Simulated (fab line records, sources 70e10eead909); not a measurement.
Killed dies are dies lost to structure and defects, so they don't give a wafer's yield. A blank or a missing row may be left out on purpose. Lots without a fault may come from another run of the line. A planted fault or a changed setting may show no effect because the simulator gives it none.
fab line records | flow nand_harc
record lots=24 wafers=72 last_day=33
route steps=1302 shown A_CONTACT@1007
lots that met no fault: from a run of the same line without faults
start_h: hours from the record's first day to the start of the lot's first wafer shown | wait_h: hours since the lot's step before | " the same as in the row above | L1.1+2: a row that stands for several wafers | - no value, or no start given | * or withheld: withheld | < > ~ a bound
route shown NAME@n: a module of which the file shows steps, and the number in the route of the first | usual: mean/standard deviation of fault-free wafers | same: alike in all rows | chamber/n: place in a boat | sites: the reading at each site | _std_site: their standard deviation | _edge_site: outer sites' mean less inner sites' | radius_mm: how far each site lies from the wafer's centre | mask NAME#n: copy n | behind: the tool/chamber that last shaped the wafer | hold: why the lot was held/for how many hours/how that ended | device: the transistor (n, p or np) that didn't switch | end of line: the same wafers' tests at the end of the route | a step without rows: its recipe alone | killed: dies lost to structure and defects at the first sort, not the wafer's yield | map: a wafer's dies, x killed, . not, _ none there
set.NAME: the setting as run; set.NAME@STEP: as run at that earlier step | model.NAME: the simulator's own value behind a step, which no gauge read
steps of the route over a sample of lots; a table a step, a row a wafer
services: from which hour (start_h, from the record's first day; less than 0 if before it) a tool's chamber was out of use, for how many hours, and why
## steps
# step NHARC_A_CONTACT_ETCH_113
# recipe source_w=withheld pressure_mtorr=20 bias_v=3000 time_s=190 target_depth_a=18500 ar_flow_sccm=withheld c4f8_flow_sccm=withheld o2_flow_sccm=withheld chemistry=C4F8/O2/Ar
# columns lot.wafer tool chamber start_h wait_h rf_hours_counter_h
L074.3 har_cap_etch-02 0 479.14 0.1 -
L074.5 " 0 " " -
L074.6 " 1 " " -
L075.1 har_cap_etch-03 1 503.32 0.1 43
L075.2 " 0 " " 43
L075.5 " 1 " " -
L076.1 har_cap_etch-02 1 505.14 0.1 88
L076.3 " 1 " " -
L076.6 " 0 " " -
L079.2 har_cap_etch-01 1 533.93 0.1 2
L079.3 " 0 " " -
L079.5 " 1 " " -
L077.1 har_cap_etch-02 1 534.49 0.1 91
L077.5 " 0 " " -
L077.6 " 1 " " -
L078.2 har_cap_etch-03 0 535.47 0.1 49
L078.4 " 0 " " -
L078.5 " 0 " " -
L080.4 har_cap_etch-01 0 551.74 0.1 -
L080.5 " 0 " " -
L080.6 " 1 " " -
L082.4 har_cap_etch-03 1 569.31 0.1 -
L082.6 " 0 " " -
L082.5 " 1 " " -
L081.1 har_cap_etch-02 1 575.23 0.1 98
L081.2 " 0 " " 98
L081.3 " 0 " " -
L083.3 har_cap_etch-02 0 589.00 0.1 -
L083.5 " 1 " " -
L083.6 " 0 " " -
L084.2 har_cap_etch-01 1 590.13 0.1 13
L084.3 " 1 " " -
L084.6 " 1 " " -
L085.1 har_cap_etch-03 1 604.97 0.1 61
L085.4 " 1 " " -
L085.6 " 0 " " -
L086.1 har_cap_etch-03 1 609.35 0.2 63
L086.2 " 0 " " 63
L086.6 " 1 " " -
L087.1 har_cap_etch-01 1 620.17 0.1 18
L087.3 " 0 " " -
L087.4 " 1 " " -
L088.1 har_cap_etch-03 1 621.42 0.1 65
L088.2 " 0 " " 65
L088.4 " 1 " " -
L091.1 har_cap_etch-02 1 640.17 0.1 111
L091.4 " 1 " " -
L091.6 " 0 " " -
L089.2 har_cap_etch-01 0 640.49 0.2 23
L089.3 " 1 " " -
L089.6 " 1 " " -
L090.3 har_cap_etch-03 0 648.32 0.1 -
L090.5 " 1 " " -
L090.6 " 0 " " -
L092.2 har_cap_etch-02 0 671.89 0.1 117
L092.3 " 1 " " -
L092.5 " 0 " " -
L093.1 har_cap_etch-01 0 672.25 0.1 29
L093.4 " 0 " " -
L093.5 " 1 " " -
L094.1 har_cap_etch-03 1 679.30 0.1 77
L094.3 " 0 " " -
L094.5 " 1 " " -
L096.1 har_cap_etch-03 0 697.02 0.1 81
L096.4 " 0 " " -
L096.5 " 0 " " -
L095.2 har_cap_etch-02 1 697.10 0.1 122
L095.4 " 0 " " -
L095.5 " 1 " " -
L097.2 har_cap_etch-02 0 716.07 0.1 125
L097.3 " 0 " " -
L097.6 " 1 " " -
# step NHARC_A_CONTACT_ETCH_115
# recipe source_w=withheld pressure_mtorr=20 bias_v=3000 time_s=190 target_depth_a=18500 ar_flow_sccm=withheld c4f8_flow_sccm=withheld o2_flow_sccm=withheld chemistry=C4F8/O2/Ar
# columns lot.wafer tool chamber start_h wait_h rf_hours_counter_h
L074.3 har_cap_etch-02 0 479.48 0.1 -
L074.5 " 0 " " -
L074.6 " 1 " " -
L075.1 har_cap_etch-03 1 503.66 0.1 43
L075.2 " 0 " " 43
L075.5 " 1 " " -
L076.1 har_cap_etch-02 1 505.49 0.1 88
L076.3 " 1 " " -
L076.6 " 0 " " -
L079.2 har_cap_etch-01 1 534.27 0.1 2
L079.3 " 0 " " -
L079.5 " 1 " " -
L077.1 har_cap_etch-02 1 534.83 0.1 92
L077.5 " 0 " " -
L077.6 " 1 " " -
L078.2 har_cap_etch-03 0 535.82 0.1 49
L078.4 " 0 " " -
L078.5 " 0 " " -
L080.4 har_cap_etch-01 0 552.08 0.1 -
L080.5 " 0 " " -
L080.6 " 1 " " -
L082.4 har_cap_etch-03 1 569.66 0.1 -
L082.6 " 0 " " -
L082.5 " 1 " " -
L081.1 har_cap_etch-02 1 575.57 0.1 99
L081.2 " 0 " " 99
L081.3 " 0 " " -
L083.3 har_cap_etch-02 0 589.34 0.1 -
L083.5 " 1 " " -
L083.6 " 0 " " -
L084.2 har_cap_etch-01 1 590.46 0.1 13
L084.3 " 1 " " -
L084.6 " 1 " " -
L085.1 har_cap_etch-03 1 605.31 0.1 61
L085.4 " 1 " " -
L085.6 " 0 " " -
L086.1 har_cap_etch-03 1 609.81 0.2 63
L086.2 " 0 " " 63
L086.6 " 1 " " -
L087.1 har_cap_etch-01 1 620.51 0.1 19
L087.3 " 0 " " -
L087.4 " 1 " " -
L088.1 har_cap_etch-03 1 621.76 0.1 66
L088.2 " 0 " " 66
L088.4 " 1 " " -
L091.1 har_cap_etch-02 1 640.51 0.1 112
L091.4 " 1 " " -
L091.6 " 0 " " -
L089.2 har_cap_etch-01 0 640.94 0.2 24
L089.3 " 1 " " -
L089.6 " 1 " " -
L090.3 har_cap_etch-03 0 648.66 0.1 -
L090.5 " 1 " " -
L090.6 " 0 " " -
L092.2 har_cap_etch-02 0 672.24 0.1 117
L092.3 " 1 " " -
L092.5 " 0 " " -
L093.1 har_cap_etch-01 0 672.59 0.1 29
L093.4 " 0 " " -
L093.5 " 1 " " -
L094.1 har_cap_etch-03 1 679.64 0.1 78
L094.3 " 0 " " -
L094.5 " 1 " " -
L096.1 har_cap_etch-03 0 697.36 0.1 82
L096.4 " 0 " " -
L096.5 " 0 " " -
L095.2 har_cap_etch-02 1 697.45 0.1 123
L095.4 " 0 " " -
L095.5 " 1 " " -
L097.2 har_cap_etch-02 0 716.41 0.1 125
L097.3 " 0 " " -
L097.6 " 1 " " -
# step NHARC_A_CONTACT_ETCH_121
# recipe source_w=withheld pressure_mtorr=20 bias_v=3000 time_s=190 target_depth_a=18500 ar_flow_sccm=withheld c4f8_flow_sccm=withheld o2_flow_sccm=withheld chemistry=C4F8/O2/Ar
# columns lot.wafer tool chamber start_h wait_h rf_hours_counter_h
L074.3 har_cap_etch-02 0 480.50 0.1 -
L074.5 " 0 " " -
L074.6 " 1 " " -
L075.1 har_cap_etch-03 1 504.68 0.1 44
L075.2 " 0 " " 44
L075.5 " 1 " " -
L076.1 har_cap_etch-02 1 506.51 0.1 89
L076.3 " 1 " " -
L076.6 " 0 " " -
L079.2 har_cap_etch-01 1 535.30 0.1 3
L079.3 " 0 " " -
L079.5 " 1 " " -
L077.1 har_cap_etch-02 1 535.85 0.1 93
L077.5 " 0 " " -
L077.6 " 1 " " -
L078.2 har_cap_etch-03 0 536.84 0.1 50
L078.4 " 0 " " -
L078.5 " 0 " " -
L080.4 har_cap_etch-01 0 553.10 0.1 -
L080.5 " 0 " " -
L080.6 " 1 " " -
L082.4 har_cap_etch-03 1 570.68 0.1 -
L082.6 " 0 " " -
L082.5 " 1 " " -
L081.1 har_cap_etch-02 1 576.59 0.1 100
L081.2 " 0 " " 100
L081.3 " 0 " " -
L083.3 har_cap_etch-02 0 590.36 0.1 -
L083.5 " 1 " " -
L083.6 " 0 " " -
L084.2 har_cap_etch-01 1 591.49 0.1 14
L084.3 " 1 " " -
L084.6 " 1 " " -
L085.1 har_cap_etch-03 1 606.33 0.1 62
L085.4 " 1 " " -
L085.6 " 0 " " -
L086.1 har_cap_etch-03 1 611.18 0.2 64
L086.2 " 0 " " 64
L086.6 " 1 " " -
L087.1 har_cap_etch-01 1 621.54 0.1 20
L087.3 " 0 " " -
L087.4 " 1 " " -
L088.1 har_cap_etch-03 1 622.78 0.1 67
L088.2 " 0 " " 67
L088.4 " 1 " " -
L091.1 har_cap_etch-02 1 641.54 0.1 113
L091.4 " 1 " " -
L091.6 " 0 " " -
L089.2 har_cap_etch-01 0 642.32 0.2 25
L089.3 " 1 " " -
L089.6 " 1 " " -
L090.3 har_cap_etch-03 0 649.69 0.1 -
L090.5 " 1 " " -
L090.6 " 0 " " -
L092.2 har_cap_etch-02 0 673.26 0.1 118
L092.3 " 1 " " -
L092.5 " 0 " " -
L093.1 har_cap_etch-01 0 673.62 0.1 30
L093.4 " 0 " " -
L093.5 " 1 " " -
L094.1 har_cap_etch-03 1 680.66 0.1 79
L094.3 " 0 " " -
L094.5 " 1 " " -
L096.1 har_cap_etch-03 0 698.39 0.1 83
L096.4 " 0 " " -
L096.5 " 0 " " -
L095.2 har_cap_etch-02 1 698.47 0.1 124
L095.4 " 0 " " -
L095.5 " 1 " " -
L097.2 har_cap_etch-02 0 717.43 0.1 126
L097.3 " 0 " " -
L097.6 " 1 " " -
# step NHARC_A_CONTACT_ETCH_75
# recipe target_depth_a=390 over_etch_frac=0.3 time_s=65 ion_energy_ev=80 cf4_flow_sccm=150 ar_flow_sccm=0 rf_w=300 bias_w=100 chemistry=CF4
# usual bias_w=99.99/0.3 drypump_motor_current_A=5.7/0.52 oes_product_au=1.001/0.01 rf_vpp_V=150.4/1.2 showerhead_plenum_p_Torr=1.69/0.066 throttle_valve_pct=13.285/0.0089
# columns lot.wafer tool chamber start_h wait_h bias_w drypump_motor_current_A oes_product_au rf_hours_counter_h rf_vpp_V showerhead_plenum_p_Torr throttle_valve_pct
L074.3 rie_diel-02 0 488.39 0.1 100.38 6.1 0.999 24 150.5 1.76 13.288
L074.6 " 0 " " 99.78 6.1 0.998 - 151.4 1.76 13.275
L074.5 " 1 " " 99.70 6.0 1.008 - 152.9 1.78 13.294
L075.2 rie_diel-13 0 511.76 0.1 99.81 5.0 1.017 27 150.0 1.65 13.299
L075.1 " 3 " " 99.91 5.5 1.009 24 149.5 1.69 13.285
L075.5 " 1 " " 99.97 6.2 1.000 - 148.2 1.64 13.288
L076.3 rie_diel-13 0 513.45 0.1 100.29 5.0 1.029 28 149.7 1.65 13.278
L076.1 " 2 " " 100.63 6.4 0.997 23 151.4 1.70 13.285
L076.6 " 0 " " 100.07 5.0 1.022 - 150.1 1.65 13.294
L079.2 rie_diel-13 2 542.07 0.1 100.46 6.4 0.998 1 151.2 1.70 13.282
L079.3 " 0 " " 100.02 5.0 1.017 2 150.0 1.65 13.283
L079.5 " 2 " " 100.50 6.4 1.000 - 151.8 1.70 13.284
L077.1 rie_diel-02 2 542.55 0.1 99.81 5.7 1.009 43 149.8 1.66 13.279
L077.5 " 0 " " 100.30 6.1 0.989 - 152.2 1.75 13.285
L077.6 " 1 " " 99.91 6.0 1.010 - 152.6 1.77 13.278
L078.4 rie_diel-12 1 543.91 0.1 100.04 5.5 1.005 31 151.3 1.67 13.279
L078.2 " 0 " " 100.29 5.6 1.015 32 150.4 1.78 13.287
L078.5 " 1 " " 99.89 5.5 1.007 - 150.4 1.67 13.280
L080.4 rie_diel-13 0 559.66 0.1 99.41 5.0 1.010 5 150.1 1.65 13.286
L080.5 " 3 " " 100.17 5.5 1.005 - 150.8 1.69 13.271
L080.6 " 0 " " 99.85 5.0 1.013 - 149.4 1.65 13.285
L082.4 rie_diel-13 1 577.27 0.1 99.70 6.2 0.992 9 150.3 1.64 13.278
L082.6 " 2 " " 100.31 6.4 0.990 - 151.6 1.70 13.279
L082.5 " 3 " " 99.81 5.5 0.997 - 151.7 1.69 13.277
L081.3 rie_diel-13 2 584.37 0.1 100.66 6.4 0.999 9 150.3 1.70 13.291
L081.2 " 0 " " 100.60 5.0 1.005 11 149.3 1.64 13.271
L081.1 " 1 " " 99.62 6.2 0.990 10 148.4 1.64 13.285
L083.3 rie_diel-13 1 597.20 0.1 99.86 6.2 1.007 14 149.4 1.64 13.290
L083.6 " 1 " " 99.49 6.2 0.994 - 149.3 1.64 13.278
L083.5 " 2 " " 99.87 6.4 0.987 - 151.6 1.70 13.282
L084.2 rie_diel-02 3 598.13 0.1 99.99 5.2 1.020 3 149.4 1.66 13.282
L084.3 " 1 " " 100.22 6.1 1.015 4 152.4 1.77 13.285
L084.6 " 0 " " 99.77 6.1 1.005 - 153.5 1.75 13.284
L085.1 rie_diel-13 2 613.25 0.1 99.59 6.4 1.001 16 151.1 1.70 13.285
L085.4 " 3 " " 100.23 5.6 1.010 - 150.0 1.68 13.298
L085.6 " 0 " " 100.11 5.0 1.004 - 150.5 1.64 13.298
L086.2 rie_diel-13 3 621.87 0.1 100.20 5.5 0.997 16 151.1 1.68 13.276
L086.1 " 0 " " 99.99 5.0 1.012 21 149.4 1.64 13.286
L086.6 " 3 " " 100.49 5.5 0.987 - 151.0 1.68 13.300
L087.4 rie_diel-13 0 628.32 0.1 99.70 5.0 1.009 22 148.4 1.64 13.266
L087.3 " 1 " " 100.29 6.2 0.994 20 149.0 1.64 13.282
L087.1 " 2 " " 100.26 6.4 1.007 20 150.7 1.70 13.283
L088.1 rie_diel-13 3 631.07 0.1 99.83 5.5 1.003 18 148.4 1.68 13.285
L088.4 " 0 " " 100.24 5.0 1.015 23 150.1 1.64 13.277
L088.2 " 1 " " 100.56 6.2 1.012 21 150.1 1.64 13.296
L091.1 rie_diel-13 0 649.51 0.1 99.94 5.0 1.004 28 151.1 1.64 13.274
L091.4 " 1 " " 100.01 6.2 1.000 26 150.2 1.64 13.286
L091.6 " 0 " " 100.07 5.0 1.005 - 148.3 1.64 13.280
L089.3 rie_diel-02 3 649.88 0.1 99.52 5.2 1.015 23 150.8 1.65 13.290
L089.2 " 1 " " 100.10 6.0 1.002 25 151.6 1.76 13.289
L089.6 " 2 " " 100.32 5.7 0.996 - 150.0 1.65 13.285
L090.3 rie_diel-13 1 656.84 0.1 99.90 6.2 1.003 27 150.0 1.64 13.299
L090.5 " 3 " " 100.23 5.5 1.007 - 150.3 1.68 13.288
L090.6 " 0 " " 100.44 5.0 1.010 - 151.5 1.64 13.310
L093.1 rie_diel-13 3 681.66 0.1 99.99 5.5 0.992 28 150.9 1.68 13.294
L093.4 " 0 " " 100.06 5.0 1.011 32 149.0 1.64 13.294
L093.5 " 2 " " 99.67 6.5 0.997 - 151.1 1.70 13.297
L092.3 rie_diel-13 3 682.81 0.6 99.49 5.5 1.004 29 148.9 1.68 13.287
L092.2 " 1 " " 100.52 6.2 1.001 32 149.8 1.64 13.266
L092.5 " 0 " " 99.87 5.0 0.997 - 149.5 1.64 13.265
L094.3 rie_diel-13 3 687.33 0.1 100.07 5.5 0.991 30 151.4 1.68 13.291
L094.1 " 1 " " 99.90 6.2 1.013 32 149.7 1.64 13.288
L094.5 " 3 " " 99.83 5.5 0.983 - 152.5 1.68 13.292
L096.1 rie_diel-02 0 705.14 0.2 99.96 6.1 0.999 46 151.2 1.73 13.288
L096.4 " 3 " " 99.87 5.2 1.034 46 149.8 1.65 13.273
L096.5 " 0 " " 99.82 6.1 0.999 - 150.3 1.73 13.271
L095.2 rie_diel-13 0 705.88 0.1 100.08 5.0 1.004 0 153.4 1.91 13.275
L095.4 " 1 " " 99.58 6.2 1.007 0 153.0 1.91 13.284
L095.5 " 0 " " 100.15 5.0 0.983 - 153.4 1.91 13.283
L097.2 rie_diel-13 2 725.65 0.1 99.40 6.4 1.009 3 151.3 1.69 13.290
L097.3 " 3 " " 100.26 5.5 0.984 3 150.8 1.68 13.288
L097.6 " 0 " " 99.56 5.0 0.993 - 150.8 1.91 13.292
# step NHARC_A_CONTACT_DESCUM_13
# recipe time_s=3 o2_flow_sccm=200 ar_flow_sccm=0 bias_power_w=0 chemistry=O2
# usual drypump_motor_current_A=5.7/0.49 oes_product_au=1.002/0.011 rf_vpp_V=57.4/0.77 showerhead_plenum_p_Torr=1.83/0.082 throttle_valve_pct=11.311/0.0091
# same bias_power_w=0
# columns lot.wafer tool chamber start_h wait_h drypump_motor_current_A oes_product_au rf_hours_counter_h rf_vpp_V showerhead_plenum_p_Torr throttle_valve_pct
L074.3 rie_diel-02 3 499.49 0.1 5.2 1.008 28 56.7 1.79 11.306
L074.5 " 2 " " 5.7 1.010 - 57.0 1.79 11.309
L074.6 " 3 " " 5.2 1.002 - 56.9 1.79 11.306
L075.1 rie_diel-02 3 519.36 0.1 5.2 0.993 37 57.2 1.79 11.322
L075.2 " 0 " " 6.1 0.998 35 58.5 1.89 11.305
L075.5 " 3 " " 5.3 1.010 - 57.4 1.79 11.319
L076.1 rie_diel-12 2 521.14 0.1 6.0 0.986 27 59.3 2.05 11.320
L076.3 " 3 " " 5.1 1.011 26 56.8 1.91 11.316
L076.6 " 2 " " 6.0 0.995 - 58.0 2.05 11.313
L079.2 rie_diel-12 2 551.25 0.1 6.0 0.980 37 58.1 2.04 11.312
L079.3 " 3 " " 5.1 1.004 37 57.4 1.91 11.321
L079.5 " 2 " " 6.0 0.995 - 58.2 2.04 11.322
L077.1 rie_diel-13 2 551.54 0.1 6.4 1.007 4 57.3 1.84 11.312
L077.6 " 2 " " 6.4 1.003 - 56.3 1.84 11.302
L077.5 " 3 " " 5.5 1.011 - 56.6 1.82 11.290
L078.2 rie_diel-13 0 552.96 0.1 5.0 1.005 4 56.3 1.77 11.303
L078.4 " 1 " " 6.2 0.985 4 57.5 1.77 11.312
L078.5 " 3 " " 5.5 0.997 - 57.0 1.82 11.310
L080.4 rie_diel-13 0 570.61 0.1 5.0 1.013 8 56.9 1.77 11.324
L080.6 " 1 " " 6.2 0.990 - 55.5 1.77 11.300
L080.5 " 2 " " 6.4 0.992 - 57.9 1.84 11.323
L082.4 rie_diel-12 1 588.10 0.1 5.6 1.000 50 57.2 1.80 11.322
L082.6 " 3 " " 5.1 1.003 - 56.6 1.91 11.303
L082.5 " 0 " " 5.6 0.993 - 57.2 1.92 11.305
L081.3 rie_diel-02 2 592.43 0.1 5.7 0.997 2 57.1 1.78 11.312
L081.2 " 0 " " 6.1 0.993 3 57.0 1.89 11.310
L081.1 " 1 " " 6.0 1.008 2 57.4 1.92 11.331
L083.3 rie_diel-13 1 604.75 0.1 6.2 0.991 16 57.5 1.76 11.299
L083.6 " 3 " " 5.5 0.991 - 58.7 1.82 11.319
L083.5 " 0 " " 5.0 1.002 - 59.5 1.77 11.314
L084.2 rie_diel-13 2 605.87 0.1 6.4 0.982 15 58.9 1.83 11.295
L084.3 " 3 " " 5.5 1.014 13 58.0 1.82 11.310
L084.6 " 0 " " 5.0 1.011 - 57.7 1.77 11.310
L085.4 rie_diel-02 1 624.17 0.1 6.0 1.017 16 57.9 1.91 11.312
L085.1 " 3 " " 5.2 1.023 13 56.5 1.78 11.311
L085.6 " 2 " " 5.7 0.991 - 57.6 1.78 11.310
L086.1 rie_diel-13 1 632.68 0.1 6.2 1.004 22 56.9 1.76 11.303
L086.2 " 3 " " 5.5 1.001 19 58.1 1.81 11.303
L086.6 " 0 " " 5.0 1.008 - 58.7 1.76 11.297
L087.1 rie_diel-13 3 636.95 0.1 5.5 0.999 20 57.2 1.81 11.310
L087.4 " 1 " " 6.2 1.008 23 57.3 1.76 11.306
L087.3 " 2 " " 6.4 1.010 23 56.6 1.83 11.307
L088.1 rie_diel-02 0 639.69 0.1 6.1 0.989 22 57.9 1.88 11.323
L088.4 " 2 " " 5.7 0.985 22 56.7 1.78 11.307
L088.2 " 3 " " 5.2 1.027 21 58.3 1.78 11.306
L091.1 rie_diel-13 2 658.49 0.1 6.4 0.999 28 57.8 1.83 11.319
L091.4 " 0 " " 5.0 1.004 29 56.3 1.76 11.320
L091.6 " 2 " " 6.4 0.993 - 57.5 1.83 11.318
L089.2 rie_diel-13 0 658.65 0.1 5.0 1.010 29 56.9 1.76 11.314
L089.3 " 1 " " 6.2 1.007 28 56.5 1.76 11.286
L089.6 " 3 " " 5.5 0.993 - 57.4 1.81 11.314
L090.3 rie_diel-13 1 664.52 0.1 6.2 1.014 29 58.0 1.76 11.336
L090.6 " 0 " " 5.0 1.019 - 57.3 1.76 11.302
L090.5 " 1 " " 6.2 1.000 - 56.3 1.76 11.306
L093.1 rie_diel-13 3 689.36 0.1 5.6 0.982 30 56.7 1.81 11.306
L093.4 " 1 " " 6.2 0.999 33 56.4 1.76 11.307
L093.5 " 2 " " 6.4 0.990 - 57.5 1.83 11.320
L092.3 rie_diel-13 3 690.68 0.1 5.5 0.998 31 57.7 1.81 11.295
L092.2 " 0 " " 5.0 1.003 35 56.4 1.76 11.300
L092.5 " 2 " " 6.5 0.985 - 56.4 1.83 11.300
L094.1 rie_diel-02 0 695.81 0.1 6.1 1.007 39 58.1 1.88 11.301
L094.3 " 1 " " 6.0 1.008 40 57.8 1.90 11.322
L094.5 " 0 " " 6.1 1.003 - 57.1 1.88 11.301
L095.2 rie_diel-02 1 715.17 0.1 6.0 1.003 48 57.0 1.90 11.307
L095.5 " 3 " " 5.2 1.014 - 57.0 1.77 11.312
L095.4 " 1 " " 6.0 1.009 - 57.9 1.90 11.313
L096.4 rie_diel-13 2 716.88 0.1 6.4 1.021 2 56.8 1.83 11.312
L096.1 " 3 " " 5.5 0.993 2 58.2 1.81 11.312
L096.5 " 1 " " 6.2 1.002 - 59.0 2.08 11.322
L097.2 rie_diel-13 1 733.19 0.1 6.2 0.998 4 59.5 2.07 11.326
L097.3 " 0 " " 5.0 0.997 4 59.1 2.07 11.312
L097.6 " 1 " " 6.2 0.987 - 57.9 2.07 11.328
# step NHARC_A_CONTACT_ETCH_137
# recipe source_w=withheld pressure_mtorr=20 bias_v=1200 time_s=311 target_depth_a=19120 ar_flow_sccm=withheld c4f8_flow_sccm=withheld o2_flow_sccm=withheld chemistry=C4F8/O2/Ar
# columns lot.wafer tool chamber start_h wait_h rf_hours_counter_h
L074.3 har_cap_etch-02 1 501.45 0.2 -
L074.5 " 1 " " -
L074.6 " 0 " " -
L075.1 har_cap_etch-02 1 521.23 0.2 90
L075.2 " 0 " " 90
L075.5 " 1 " " -
L076.1 har_cap_etch-03 0 523.26 0.3 48
L076.3 " 0 " " -
L076.6 " 0 " " -
L079.2 har_cap_etch-02 0 553.11 0.2 96
L079.3 " 0 " " -
L079.5 " 1 " " -
L077.1 har_cap_etch-03 1 553.89 0.2 53
L077.6 " 1 " " -
L077.5 " 0 " " -
L078.2 har_cap_etch-01 0 554.86 0.2 9
L078.4 " 1 " " -
L078.5 " 0 " " -
L080.4 har_cap_etch-01 0 572.54 0.2 -
L080.5 " 0 " " -
L080.6 " 1 " " -
L082.4 har_cap_etch-03 0 590.03 0.2 -
L082.6 " 0 " " -
L082.5 " 1 " " -
L081.1 har_cap_etch-03 1 594.39 0.2 60
L081.2 " 0 " " 60
L081.3 " 0 " " -
L083.3 har_cap_etch-02 1 606.74 0.2 -
L083.6 " 0 " " -
L083.5 " 1 " " -
L084.2 har_cap_etch-01 0 607.72 0.2 17
L084.3 " 1 " " -
L084.6 " 0 " " -
L085.1 har_cap_etch-01 0 626.22 0.2 21
L085.4 " 1 " " -
L085.6 " 1 " " -
L086.2 har_cap_etch-01 0 634.66 0.2 22
L086.1 " 1 " " 22
L086.6 " 1 " " -
L087.1 har_cap_etch-03 0 638.81 0.2 70
L087.3 " 0 " " -
L087.4 " 1 " " -
L088.1 har_cap_etch-03 1 641.56 0.2 71
L088.2 " 0 " " 71
L088.4 " 1 " " -
L091.1 har_cap_etch-02 0 660.53 0.2 116
L091.4 " 0 " " -
L091.6 " 1 " " -
L089.2 har_cap_etch-01 0 660.93 0.2 28
L089.3 " 0 " " -
L089.6 " 1 " " -
L090.3 har_cap_etch-03 1 666.51 0.2 -
L090.5 " 0 " " -
L090.6 " 1 " " -
L093.1 har_cap_etch-02 1 691.28 0.2 121
L093.4 " 0 " " -
L093.5 " 1 " " -
L092.2 har_cap_etch-01 0 692.87 0.3 33
L092.3 " 1 " " -
L092.5 " 0 " " -
L094.1 har_cap_etch-01 0 697.71 0.2 34
L094.3 " 0 " " -
L094.5 " 1 " " -
L095.2 har_cap_etch-01 1 717.28 0.2 38
L095.4 " 0 " " -
L095.5 " 1 " " -
L096.1 har_cap_etch-03 0 718.74 0.2 86
L096.4 " 1 " " -
L096.5 " 0 " " -
L097.2 har_cap_etch-03 1 735.08 0.2 87
L097.3 " 1 " " -
L097.6 " 0 " " -
## services
# columns tool chamber start_h hours kind
rie_diel-13 2 462.56 6.2 repair
rie_diel-13 0 473.58 - clean
rie_diel-13 1 473.58 - clean
rie_diel-13 2 473.58 - clean
rie_diel-13 3 473.58 - clean
rie_diel-13 3 487.99 21.8 repair
rie_diel-13 0 493.55 1.6 repair
har_cap_etch-01 - 497.00 17.0 pm
rie_diel-13 0 498.08 - clean
rie_diel-13 1 498.08 - clean
rie_diel-13 2 498.08 - clean
rie_diel-13 0 519.03 9.0 vent_cycle
rie_diel-13 1 519.03 9.0 vent_cycle
rie_diel-13 2 519.03 9.0 vent_cycle
rie_diel-13 0 528.03 - clean
rie_diel-13 - 540.47 0.6 repair
rie_diel-13 1 608.78 9.6 repair
rie_diel-12 - 617.72 0.5 repair
rie_diel-12 - 623.70 9.0 pm
rie_diel-13 - 696.17 9.0 pm
rie_diel-12 2 702.20 9.0 repair
rie_diel-02 0 706.35 13.2 repair
har_cap_etch-02 - 709.41 0.2 repair
rie_diel-02 3 731.04 8.6 repair
## key
fault none
